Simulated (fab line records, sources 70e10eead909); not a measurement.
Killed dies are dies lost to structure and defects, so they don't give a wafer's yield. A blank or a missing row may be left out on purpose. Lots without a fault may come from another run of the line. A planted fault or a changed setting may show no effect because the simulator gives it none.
Chamber matching | flow nand_harc | NHARC_A_SLIT_ETCH_24 on rie_diel-10: 4 sister chambers
The step etches the open film in CF4/CHF3, target depth 121 nm, time 60.5 s. 8 wafers are shown with their chamber, then 7 later ones without.

WAFERS WITH THEIR CHAMBER
wafer  | chamber | drypump_motor_current_A (A) | rf_vpp_V (V)
L754.1 | 3       | 5.3                         | 369.0
L755.5 | 3       | 5.3                         | 367.6
L765.4 | 2       | 5.0                         | 376.1
L768.2 | 2       | 4.9                         | 374.0
L768.4 | 0       | 5.6                         | 368.8
L768.5 | 1       | 5.4                         | 369.7
L769.3 | 0       | 5.6                         | 371.1
L769.5 | 1       | 5.4                         | 369.6

WAFERS WITHOUT THEIR CHAMBER
wafer  | drypump_motor_current_A (A) | rf_vpp_V (V)
L769.6 | 5.5                         | 370.4
L771.1 | 5.3                         | 367.4
L771.3 | 5.5                         | 369.9
L771.5 | 5.4                         | 368.3
L774.2 | 5.0                         | 374.7
L774.4 | 5.6                         | 369.8
L774.5 | 5.4                         | 370.4

WHICH CHAMBER EACH WENT THROUGH
wafer  | from the rows above     | in truth
L769.6 | can't be placed: 0 or 1 | 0
L771.1 | 3                       | 3
L771.3 | can't be placed: 0 or 1 | 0
L771.5 | can't be placed: 1 or 3 | 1
L774.2 | 2                       | 2
L774.4 | 0                       | 0
L774.5 | 1                       | 1
Placed correctly: 4 of 7. Can't be placed from these rows: 3 (the true chamber is among the candidates in 3). Placed wrongly: 0.
How it was worked out, from the rows above alone: a wafer's distance from a chamber is the root of the sum, over the readings, of the square of ((its reading less the chamber's mean) divided by the reading's scatter). The wafer belongs to the nearest chamber; if the next one is less than 2 further off, it can't be placed. A chamber's mean is the mean of its shown wafers. The scatter: the root of (the sum of the squares of (reading less its chamber's mean) over the shown wafers, divided by (wafers less chambers)).
